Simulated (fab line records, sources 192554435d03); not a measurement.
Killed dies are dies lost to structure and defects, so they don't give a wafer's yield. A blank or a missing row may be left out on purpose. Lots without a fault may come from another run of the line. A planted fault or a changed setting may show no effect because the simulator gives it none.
A struck lot beside a sound one | flow n5_finfet | 31 steps out of a route of 1938
Sound: wafers L819.2, L819.5, L819.6. Struck: wafers L811.1, L811.2, L811.6. The cause comes at the end.
At each step with rows: each side's tool, then ch and its chambers, then its first start. Under that, the readings that differ: sound wafers | struck wafers | difference of the means | sigmas: that difference in standard deviations of wafers without a fault.
alike: readings whose means differ by less than 2 such deviations, and words and numbers that are the same on both sides. not compared: withheld readings, readings that some wafer has no value for, bounds like >300 that may hide the same value, and numbers for which the record gives no deviation and whose values overlap.
The two part at a step that has a row with sigmas, a row that says differs or no value, or rows on one side only. Numbers that don't overlap but have no deviation are shown without sigmas and don't part them. A reading that every wafer of one side lacks parts them only if that side has two wafers or more.

first, 10 steps without rows for these wafers: N5_FIN_CUT_STRIP_22 (strips in N2/H2); N5_FIN_CUT_PRECLEAN_36 (cleans in O3/DIW, time 60 s); N5_FIN_CUT_SRD_32 (time 30 s); N5_FIN_CUT_UV_OZONE_34 (time 120 s); N5_STI_FIN_REVEAL_ALD_00 (deposits SiO2, target thk 1 nm, pulse time 1 s); N5_STI_FIN_REVEAL_ALD_14 (deposits Si3N4, target thk 3 nm); N5_STI_FIN_REVEAL_FCVD_FILL_01 (material SiO2 flowable, target thk 312 nm, time 512.2 s); N5_STI_FIN_REVEAL_DENSIFY_02 (time 1800 s); N5_STI_FIN_REVEAL_CMP_04 (polishes, stops on Si3N4, t overpolish 4 s, target thk 131.83 nm); N5_STI_FIN_REVEAL_DENSIFY_30.
N5_STI_FIN_REVEAL_ETCHBACK_08: etches SiO2 in C4F6/O2, target depth 30.5 nm, time 10.167 s.
  sound on rie_diel-05 ch 0,1,2, day 7 01:26; struck on rie_diel-05 ch 0,2,3, day 5 00:42
  no value came back on the struck wafers for any of 7 readings (C4F6_flow_sccm (sccm), O2_flow_sccm (sccm) and others); on the sound wafers C4F6_flow_sccm (sccm) reads 10.00 10.01 9.95
  not compared: rf_hours_counter_h
then, 16 steps without rows for these wafers: N5_STI_FIN_REVEAL_STRIP_24 (strips in N2/H2, time 90 s); N5_STI_FIN_REVEAL_PRECLEAN_25 (cleans in SPM, time 90 s); N5_STI_FIN_REVEAL_PRECLEAN_26 (cleans in SC1, time 45 s); N5_STI_FIN_REVEAL_PRECLEAN_29 (cleans in DHF, time 30 s); N5_STI_FIN_REVEAL_SRD_12 (time 30 s); N5_STI_FIN_REVEAL_RECESS_09 (chemistry HF/NH3, target SiO2, afs cycles 11, target depth 42.5 nm, sublimation time 60 s); N5_STI_FIN_REVEAL_STRIP_16 (strips SiNx in H3PO4, target depth 23.8 nm); N5_STI_FIN_REVEAL_PRECLEAN_17 (cleans in NF3:NH3, afs cycles 1, time 20 s, sublimation time 60 s); N5_STI_FIN_REVEAL_ETCH_34 (etches Si in H2, material Si, target depth 0.97 nm); N5_STI_FIN_REVEAL_OXIDATION_31 (chemistry O2 PLASMA REMOTE, time 20 s); N5_STI_FIN_REVEAL_PRECLEAN_32 (cleans in NF3:NH3, afs cycles 1, time 20 s, sublimation time 60 s); N5_STI_FIN_REVEAL_STRIP_35 (strips Si3N4 in H3PO4, target depth 4 nm, time 39 s); N5_STI_FIN_REVEAL_SRD_21 (time 30 s); N5_STI_FIN_REVEAL_OXIDATION_33 (chemistry O2 PLASMA REMOTE, time 20 s); N5_STI_FIN_REVEAL_CLEAN_19 (cleans in O3/DIW, time 120 s); N5_STI_FIN_REVEAL_SRD_23 (time 30 s).
N5_STI_FIN_REVEAL_FIN_H_MEAS_10:
  sound on ocd-02, day 7 04:23; struck on ocd-01, day 5 03:53
  reading              | sound          | struck         | difference | sigmas
  trench_depth_nm (nm) | 50.9 52.3 50.8 | 22.0 21.6 21.9 | -29.5      | -59
then, 1 step without rows for these wafers: N5_STI_FIN_REVEAL_PRECLEAN_18 (cleans in SC2, time 45 s).
N5_BEOL_M4_RC_MEAS_101:
  the record has rows for the sound wafers here (prober-02 ch 0, day 12 16:57) and none for the struck ones
-- the record jumps here: 12 days lie between the struck wafers' starts before and after (it left off in module BEOL_M4 and takes up again in module PASSIVATION, whose first step shown is number 1936 of the route) --
N5_PASSIVATION_PROBE_49:
  sound on prober-02, day 17 03:10; struck on prober-02, day 16 16:05
  reading                  | sound     | struck         | difference | sigmas
  defect_limited_yield (%) | 91.4 91.6 | 0 0 0          | -92        | -65
  killed_at_front_end      | 41 46     | 1110 1140 1112 | +1077      | +98
  killed_dies              | 101 99    | 1180 1180 1180 | +1080      | +64
  killed_on_rim            | 9 10      | 152 152 152    | +142       | +38
  sort_bin_5_function (%)  | 5.2 5.1   | 97.3 98.3 96.4 | +92.2      | +99 or more
  sort_n_pass              | 1079 1081 | 0 0 0          | -1080      | -64
  sort_yield_pct (%)       | 91.4 91.6 | 0 0 0          | -92        | -65
  alike: killed_at_M0_to_M3, killed_at_M4_up, killed_at_contacts, killed_at_other, killed_open, killed_short, sort_bin_6_memory

WHERE THEY PART
First at N5_STI_FIN_REVEAL_ETCHBACK_08; last, within this record, at N5_PASSIVATION_PROBE_49.

WHY: what the simulator had put in
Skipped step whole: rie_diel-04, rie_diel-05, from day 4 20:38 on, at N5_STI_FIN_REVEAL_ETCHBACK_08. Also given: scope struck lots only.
